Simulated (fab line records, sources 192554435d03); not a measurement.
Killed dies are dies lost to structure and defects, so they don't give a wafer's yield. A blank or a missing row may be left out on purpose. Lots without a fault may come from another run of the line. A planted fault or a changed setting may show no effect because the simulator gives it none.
Chamber matching | flow n5_finfet | N5_BEOL_M2_ETCH_69 on rie_diel-01: 4 sister chambers
The step etches SiARC in CF4, target depth 15.6 nm, time 26 s. 16 wafers are shown with their chamber, then 8 later ones without.

WAFERS WITH THEIR CHAMBER
wafer  | chamber | drypump_motor_current_A (A) | throttle_valve_pct (%) | showerhead_plenum_p_Torr (Torr)
L081.2 | 2       | 6.2                         | 15.55                  | 2.20
L081.4 | 0       | 6.2                         | 15.82                  | 2.17
L081.5 | 3       | 5.1                         | 15.29                  | 2.27
L084.1 | 1       | 5.9                         | 15.43                  | 2.22
L084.3 | 2       | 6.2                         | 15.55                  | 2.20
L084.4 | 3       | 5.1                         | 15.29                  | 2.27
L090.1 | 2       | 6.2                         | 15.59                  | 2.19
L090.2 | 1       | 5.9                         | 15.45                  | 2.22
L090.3 | 3       | 5.1                         | 15.31                  | 2.26
L090.4 | 0       | 6.2                         | 15.86                  | 2.16
L090.5 | 2       | 6.2                         | 15.60                  | 2.19
L090.6 | 3       | 5.2                         | 15.32                  | 2.26
L092.2 | 2       | 6.2                         | 15.58                  | 2.19
L092.5 | 0       | 6.2                         | 15.85                  | 2.16
L092.6 | 3       | 5.1                         | 15.33                  | 2.26
L095.1 | 2       | 6.2                         | 15.61                  | 2.19

SIGNATURES (means of the wafers above)
reading                  | chamber 0 | chamber 1 | chamber 2 | chamber 3 | scatter within a chamber
drypump_motor_current_A  | 6.200     | 5.900     | 6.200     | 5.120     | 0.0258
throttle_valve_pct       | 15.8433   | 15.4400   | 15.5800   | 15.3080   | 0.0215
showerhead_plenum_p_Torr | 2.1633    | 2.2200    | 2.1933    | 2.2640    | 0.00516
Rule: a wafer's distance from a chamber is the root of the sum, over the readings, of the square of ((its reading less the chamber's mean) divided by the reading's scatter). The wafer belongs to the nearest chamber; if the next one is less than 2 further off, it can't be placed. The scatter: the root of (the sum of the squares of (reading less its chamber's mean) over the shown wafers, divided by (wafers less chambers)).

WAFERS WITHOUT THEIR CHAMBER
wafer  | drypump_motor_current_A (A) | throttle_valve_pct (%) | showerhead_plenum_p_Torr (Torr)
L095.2 | 6.2                         | 15.87                  | 2.16
L095.3 | 5.1                         | 15.34                  | 2.26
L095.4 | 5.9                         | 15.46                  | 2.21
L095.5 | 5.1                         | 15.34                  | 2.26
L095.6 | 6.2                         | 15.60                  | 2.19
L097.1 | 6.2                         | 15.86                  | 2.16
L097.4 | 6.2                         | 15.62                  | 2.19
L097.5 | 6.2                         | 15.60                  | 2.19

WHICH CHAMBER EACH WENT THROUGH
wafer  | from the rows above | in truth
L095.2 | 0                   | 0
L095.3 | 3                   | 3
L095.4 | 1                   | 1
L095.5 | 3                   | 3
L095.6 | 2                   | 2
L097.1 | 0                   | 0
L097.4 | 2                   | 2
L097.5 | 2                   | 2
Placed correctly: 8 of 8. Can't be placed from these rows: 0. Placed wrongly: 0.
